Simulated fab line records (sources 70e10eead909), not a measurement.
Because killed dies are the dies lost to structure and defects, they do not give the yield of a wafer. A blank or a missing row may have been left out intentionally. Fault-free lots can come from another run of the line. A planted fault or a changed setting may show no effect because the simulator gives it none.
fab line records	flow nandHarc
[record] lots = 12	wafers = 36	lastDay = 24
route steps=1159 shown P_ZERO_WELL@17 END@1159
lots untouched by any fault: they come from a run of this same line in which no faults occurred
startH: the number of hours between the record's first day and the start of the first shown wafer of the lot	waitH: hours since the lot's step before	" repeats the value in the row above	L1.1+2: several wafers, shown together as one row	- no value present, or no start provided	* or withheld: withheld	< > ~ a bound
route shown NAME@n: NAME is a module with steps in the file, n the number in the route of the first one	usual: the fault-free wafers' mean and standard deviation	same: alike in all rows	chamber/n: place in a boat	sites: readings site by site	_std_site: the standard deviation of these	_edge_site: inner sites' mean taken away from outer sites' mean	radiusMm: for every site, how far away it sits from the centre of the wafer	mask NAME#n: copy n	behind: the tool/chamber that last shaped the wafer	hold: what put the lot on hold/how long, in hours/how the hold closed	device: whichever transistor did not switch (one of n, p or np)	end of line: at the end of the route, the tests of the same wafers	where a step has no rows: the recipe by itself	killed: count of dies lost to structure and defects at first sort (not the wafer's yield)	map: shows each die of a wafer: x if killed, . if not, _ if none is there
set.NAME: the setting that was run; set.NAME@STEP: the one run at that earlier step	model.NAME: the simulator's own value behind a step, which no gauge read
a sample of lots followed through the steps of the route, with each step as a table and each wafer as a row
services: when a tool's chamber went out of use (startH, in hours from the record's first day, below 0 if earlier), for how many hours, and the reason
[[steps]]
[step NHARC_P_ZERO_WELL_ETCH_65]
[recipe] targetDepthA = 800	overetchA = 240	timeS = 87.88	ionEnergyEv = 200	n2FlowSccm = 150	h2FlowSccm = 150	arFlowSccm = 0	rfW = 400	biasW = 150	chemistry = N2/H2
[usual] drypumpMotorCurrentA = 5.9/0.42	oesProductAu = 1.001/0.0067	rfVppV = 431.6/2.4	showerheadPlenumPTorr = 2.08/0.084	throttleValvePct = 14.172/0.0089
lot.wafer	tool	chamber	startH	waitH	drypumpMotorCurrentA	oesProductAu	rfHoursCounterH	rfVppV	showerheadPlenumPTorr	throttleValvePct
L924.4	rieDiel-13	1	31.48	0.1	5.6	1.000	7	431.3	2.05	14.179
L924.3	"	2	"	"	6.0	1.001	7	428.1	1.91	14.161
L924.2	"	3	"	"	5.8	1.016	8	433.1	2.17	14.168
L925.1	rieDiel-08	1	37.36	0.1	6.7	0.998	5	433.2	2.14	14.187
L925.3	"	3	"	"	5.9	0.996	5	436.1	2.20	14.167
L925.2	"	0	"	"	6.3	0.999	5	428.5	2.00	14.180
L931.1	rieDiel-13	2	73.50	0.1	5.9	0.980	10	426.3	1.91	14.165
L931.2	"	3	"	"	5.8	1.007	11	434.1	2.16	14.174
L931.6	"	1	"	"	5.6	0.989	-	432.1	2.05	14.175
L932.3	rieDiel-13	1	79.37	0.1	5.6	0.997	11	429.2	2.05	14.190
L932.2	"	2	"	"	5.9	0.989	10	427.4	1.91	14.173
L932.5	"	0	"	"	6.3	0.997	-	431.8	2.04	14.168
L933.3	rieDiel-07	1	85.49	0.1	5.6	1.009	2	435.3	2.20	14.169
L933.5	"	1	"	"	5.6	1.012	-	434.2	2.20	14.179
L933.6	"	2	"	"	6.1	1.009	-	430.1	2.09	14.173
L934.2	rieDiel-08	1	91.51	0.1	6.6	1.004	8	431.9	2.14	14.170
L934.3	"	2	"	"	5.6	0.989	7	430.9	2.13	14.162
L934.5	"	1	"	"	6.7	1.005	-	432.5	2.14	14.187
L936.1	rieDiel-07	1	103.48	0.1	5.6	1.004	3	433.6	2.20	14.178
L936.2	"	2	"	"	6.1	0.995	3	431.8	2.09	14.183
L936.3	"	0	"	"	4.9	1.002	3	427.5	1.97	14.168
L937.1	rieDiel-13	0	109.36	0.1	6.3	0.999	0	429.5	2.04	14.172
L937.5	"	3	"	"	5.8	0.999	-	433.6	2.16	14.166
L937.6	"	0	"	"	6.3	1.004	-	432.0	2.04	14.174
L940.3	rieDiel-13	2	127.51	0.1	6.0	1.008	1	427.6	1.91	14.175
L940.5	"	1	"	"	5.6	0.999	-	430.7	2.05	14.177
L940.6	"	2	"	"	6.0	1.000	-	426.4	1.91	14.176
L941.3	rieDiel-13	0	133.82	0.4	6.3	1.002	1	430.7	2.04	14.188
L941.2	"	2	"	"	6.0	1.003	2	425.6	1.91	14.162
L941.6	"	1	"	"	5.6	1.001	-	431.3	2.05	14.169
L942.2	rieDiel-07	2	139.35	0.1	6.0	1.001	5	432.1	2.09	14.157
L942.1	"	0	"	"	4.8	1.006	6	429.7	1.97	14.158
L942.5	"	2	"	"	6.1	1.000	-	432.4	2.09	14.185
L943.3	rieDiel-08	2	145.40	0.1	5.6	0.996	1	432.2	2.13	14.167
L943.2	"	3	"	"	5.9	0.997	1	435.1	2.20	14.160
L943.6	"	2	"	"	5.6	0.998	-	433.0	2.13	14.170
[step NHARC_P_ZERO_WELL_ETCH_63]
[recipe] targetDepthA = 1200	timeS = 40.1	hbrFlowSccm = 150	cl2FlowSccm = 50	rfW = 400	icpW = 400	biasW = 100	chemistry = HBr/Cl2
[usual] drypumpMotorCurrentA = 5.8/0.45	oesProductAu = 1.001/0.0077	throttleValvePct = 26.406/0.01
lot.wafer	tool	chamber	startH	waitH	drypumpMotorCurrentA	oesProductAu	rfHoursCounterH	throttleValvePct
L924.2	rieSi-06	2	31.65	-	4.9	0.997	0.1	26.425
L924.4	"	3	"	"	6.2	1.003	0.1	26.400
L924.3	"	0	"	"	6.2	1.001	0.1	26.406
L925.1	rieSi-03	3	37.53	-	5.9	1.012	0.4	26.410
L925.3	"	1	"	"	5.6	0.997	0.4	26.409
L925.2	"	2	"	"	5.9	1.016	0.4	26.390
L931.2	rieSi-06	0	73.68	-	6.2	0.998	0.4	26.411
L931.1	"	1	"	"	6.1	0.987	0.4	26.415
L931.6	"	3	"	"	6.1	1.000	-	26.395
L932.2	rieSi-03	1	79.53	-	5.6	0.997	1.0	26.418
L932.3	"	2	"	"	5.9	1.008	-	26.418
L932.5	"	2	"	"	5.9	1.014	-	26.415
L933.3	rieSi-01	0	85.69	-	4.9	0.985	1.2	26.399
L933.5	"	2	"	"	6.4	1.004	-	26.397
L933.6	"	3	"	"	5.7	1.002	-	26.404
L934.3	rieSi-06	2	91.69	-	4.9	0.994	0.7	26.422
L934.2	"	0	"	"	6.2	0.987	0.5	26.399
L934.5	"	2	"	"	4.9	0.992	-	26.415
L936.1	rieSi-01	1	103.65	-	5.7	1.008	1.3	26.398
L936.3	"	2	"	"	6.4	1.004	1.4	26.412
L936.2	"	3	"	"	5.7	1.005	1.5	26.412
L937.1	rieSi-06	3	109.56	-	6.2	1.001	0.9	26.411
L937.6	"	0	"	"	6.2	0.989	-	26.407
L937.5	"	1	"	"	6.0	0.994	-	26.408
L940.3	rieSi-03	0	127.68	-	5.2	1.010	0.1	26.413
L940.5	"	3	"	"	5.9	1.008	-	26.400
L940.6	"	0	"	"	5.1	1.011	-	26.412
L941.2	rieSi-03	1	134.00	-	5.5	1.002	1.6	26.416
L941.3	"	2	"	"	5.9	0.996	1.5	26.415
L941.6	"	1	"	"	5.6	0.995	-	26.399
L942.2	rieSi-06	1	139.52	-	6.1	0.993	0.9	26.413
L942.1	"	3	"	"	6.2	0.994	1.2	26.420
L942.5	"	1	"	"	6.0	0.988	-	26.416
L943.2	rieSi-03	3	145.61	-	5.9	1.017	1.6	26.406
L943.3	"	1	"	"	5.5	1.012	1.6	26.400
L943.6	"	2	"	"	5.9	1.003	-	26.406
[step NHARC_P_ZERO_WELL_EXPOSE_21]
[recipe] na = 0.6	targetCdNm = 720	doseMj = 22.31	maskId = P_NWELL
lot.wafer	tool	chamber	startH	waitH	mask
L924.2+3+4	krfScanner-02	0	32.30	-	P_PWELL#0
L925.1+2+3	krfScanner-04	0	38.33	-	P_NWELL#0
L931.1+2+6	krfScanner-02	0	74.30	-	P_NWELL#0
L932.2+3+5	krfScanner-02	0	80.26	-	P_NWELL#0
L933.3+5+6	krfScanner-02	0	86.33	-	P_NWELL#0
L934.2+3+5	krfScanner-02	0	92.33	-	P_NWELL#0
L936.1+2+3	krfScanner-03	0	104.42	-	P_NWELL#0
L937.1+5+6	krfScanner-02	0	110.34	-	P_NWELL#0
L940.3+5+6	krfScanner-03	0	128.45	-	P_NWELL#0
L941.2+3+6	krfScanner-04	0	134.78	-	P_NWELL#0
L942.1+2+5	krfScanner-03	0	140.31	-	P_NWELL#0
L943.2+3+6	krfScanner-02	0	146.40	-	P_NWELL#0
[step NHARC_P_ZERO_WELL_CD_MEAS_24]
[recipe] targetCdNm = 720	landingEnergyEv = 500
[usual] cdNm = 719.9/1.3
lot.wafer	tool	chamber	startH	waitH	cdNm
L924.2	cdSem-01	0	32.46	-	-
L924.3	"	0	"	"	-
L924.4	"	0	"	"	-
L925.1	cdSem-02	0	38.50	-	720.3
L925.2	"	0	"	"	719.9
L925.3	"	0	"	"	720.2
L931.1	cdSem-03	0	74.46	-	719.7
L931.2	"	0	"	"	719.0
L931.6	"	0	"	"	719.0
L932.2	cdSem-01	0	80.42	-	719.1
L932.3	"	0	"	"	720.5
L932.5	"	0	"	"	720.5
L933.3	cdSem-02	0	86.48	-	720.0
L933.5	"	0	"	"	720.5
L933.6	"	0	"	"	721.0
L934.2	cdSem-03	0	92.49	-	720.9
L934.3	"	0	"	"	720.2
L934.5	"	0	"	"	721.3
L936.1	cdSem-01	0	104.58	-	718.3
L936.2	"	0	"	"	718.1
L936.3	"	0	"	"	717.9
L937.1	cdSem-02	0	110.50	-	721.2
L937.5	"	0	"	"	718.4
L937.6	"	0	"	"	718.3
L940.3	cdSem-01	0	128.60	-	718.8
L940.5	"	0	"	"	717.3
L940.6	"	0	"	"	718.2
L941.2	cdSem-03	0	134.93	-	720.0
L941.3	"	0	"	"	720.3
L941.6	"	0	"	"	719.8
L942.1	cdSem-02	0	140.47	-	720.0
L942.2	"	0	"	"	720.3
L942.5	"	0	"	"	721.1
L943.2	cdSem-02	0	146.55	-	722.3
L943.3	"	0	"	"	721.5
L943.6	"	0	"	"	719.7
[step NHARC_P_ZERO_WELL_INSPECT_43]
[usual] rawDefectCount = 14/5.6
lot.wafer	tool	chamber	startH	waitH	rawDefectCount
L924.2	defectInspect-02	-	37.64	0.5	7
L924.3	"	-	"	"	6
L924.4	"	-	"	"	12
L925.1	defectInspect-02	-	43.66	0.6	18
L925.2	"	-	"	"	17
L925.3	"	-	"	"	14
L931.1	defectInspect-02	-	79.46	0.6	6
L931.2	"	-	"	"	20
L931.6	"	-	"	"	10
L932.2	defectInspect-01	-	85.94	0.9	22
L932.3	"	-	"	"	8
L932.5	"	-	"	"	10
L933.3	defectInspect-02	-	92.36	0.7	15
L933.5	"	-	"	"	8
L933.6	"	-	"	"	21
L934.2	defectInspect-02	-	97.60	0.5	16
L934.3	"	-	"	"	8
L934.5	"	-	"	"	22
L936.1	defectInspect-02	-	109.69	0.6	25
L936.2	"	-	"	"	10
L936.3	"	-	"	"	13
L937.1	defectInspect-01	-	115.39	0.6	15
L937.5	"	-	"	"	18
L937.6	"	-	"	"	13
L940.3	defectInspect-01	-	133.58	0.4	15
L940.5	"	-	"	"	18
L940.6	"	-	"	"	16
L941.2	defectInspect-02	-	140.20	0.5	21
L941.3	"	-	"	"	14
L941.6	"	-	"	"	15
L942.1	defectInspect-02	-	145.53	0.6	30
L942.2	"	-	"	"	16
L942.5	"	-	"	"	19
L943.2	defectInspect-02	-	151.75	0.5	15
L943.3	"	-	"	"	15
L943.6	"	-	"	"	25
[step NHARC_END_SORT_01]
[recipe] tempC = 25
[usual] killedAtArray = 29/12	killedAtOther = 0.7/1	killedAtPeriphery = 4/3.2	killedDies = 34/12	killedOpen = 3.4/2	killedShort = 1.8/1.3
[same] grossDies = 677
lot.wafer	tool	chamber	startH	waitH	killedAtArray	killedAtOther	killedAtPeriphery	killedDies	killedOpen	killedShort
L924.2	prober-01	0	456.41	2.8	21	1	655	677	6	3
L924.3	prober-01	0	457.21	3.1	18	0	659	677	1	2
L924.4	prober-01	0	458.01	3.4	20	0	657	677	3	0
// killed by level:class
L924.2 P_ZERO_WELL:areaExpose=643 A_SLIT:chamberFilmFlake=12 P_GATE:chamberFilmFlake=3 A_CHANNEL_FILL_D1:geometricParticle:open=2 A_CONTACT:geometricParticle:open=2 P_ZERO_WELL:chamberFilmFlake=2 P_STI:chamberFilmFlake=2 P_M1:chamberFilmFlake=2
L924.3 P_ZERO_WELL:areaExpose=649 A_SLIT:chamberFilmFlake=15 P_BONDPAD:chamberFilmFlake=4 P_ZERO_WELL:chamberFilmFlake=2 P_GATE:chamberFilmFlake=2 P_M0:geometricParticle:open=1 P_M1:geometricParticle:short=1 A_WL_FILL:geometricParticle:short=1
L924.4 P_ZERO_WELL:areaExpose=643 A_SLIT:chamberFilmFlake=8 A_CHANNEL_HOLE_D1:chamberFilmFlake=5 P_STI:chamberFilmFlake=4 P_M1:chamberFilmFlake=3 P_BONDPAD:chamberFilmFlake=3 P_GATE:chamberFilmFlake=2 A_ZERO_WELL:chamberFilmFlake=2
[[services]]
tool	chamber	startH	hours	kind
rieSi-03	1	10.58	1.0	repair
rieDiel-08	2	22.91	10.3	repair
rieDiel-07	1	27.75	13.3	repair
rieDiel-13	0	29.08	-	clean
rieSi-06	1	33.08	5.0	repair
krfScanner-02	-	38.00	4.0	pm
rieDiel-08	-	44.52	0.2	repair
rieSi-06	3	47.07	4.2	repair
rieDiel-07	-	51.20	9.0	pm
krfScanner-02	-	63.84	1.5	repair
rieSi-03	3	76.98	12.8	repair
rieSi-03	1	90.06	7.9	repair
rieDiel-13	-	99.00	9.0	pm
rieSi-06	1	103.53	2.5	repair
krfScanner-04	-	110.00	0.8	repair
rieSi-03	2	112.60	3.5	repair
rieSi-06	1	119.08	7.6	repair
rieDiel-08	-	124.80	9.0	pm
krfScanner-04	-	126.00	4.0	pm
rieSi-01	-	127.00	9.0	pm
rieDiel-08	1	134.37	3.4	repair
krfScanner-02	-	134.73	5.6	repair
krfScanner-02	0	142.64	-	calibration
rieDiel-08	1	144.04	3.7	repair
[[key]]
[firstSign] step = NHARC_P_ZERO_WELL_EXPOSE_21	reading = mask	direction = changed
[effect] step = NHARC_P_ZERO_WELL_CD_MEAS_24	reading = cdNm	direction = missing
[effect] step = NHARC_END_SORT_01	reading = killedAtPeriphery	direction = up	sigmas = 99+	usual = 4	struck = 657
[moreKillsBornAt] NHARC_P_ZERO_WELL_EXPOSE_21@krfScanner-02 = 1935
metAt NHARC_P_ZERO_WELL_EXPOSE_21
struckLots L924
laterRowsLeftOut L924.2,L924.3,L924.4
testerLeftOut L924
notActingAt NHARC_P_ZERO_WELL_ETCH_65,NHARC_P_ZERO_WELL_ETCH_63,NHARC_P_ZERO_WELL_INSPECT_43
[fault] kind = wrongMask	tool = any	chamber = -	onsetH = 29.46	steps = NHARC_P_ZERO_WELL_EXPOSE_21	auxCopy = P_PWELL#0	scope = struckLotsOnly
// testerLeftOut: of these lots the tester's yield and bins aren't shown, on N5 and GAA mostly nor the transistor test; their killed dies are dies lost to structure and defects alone, not to doping, threshold or leakage, so they don't give the yield
// laterRowsLeftOut: the simulator's readings of these wafers behind a module that went badly wrong aren't trusted and aren't shown, but for the sort
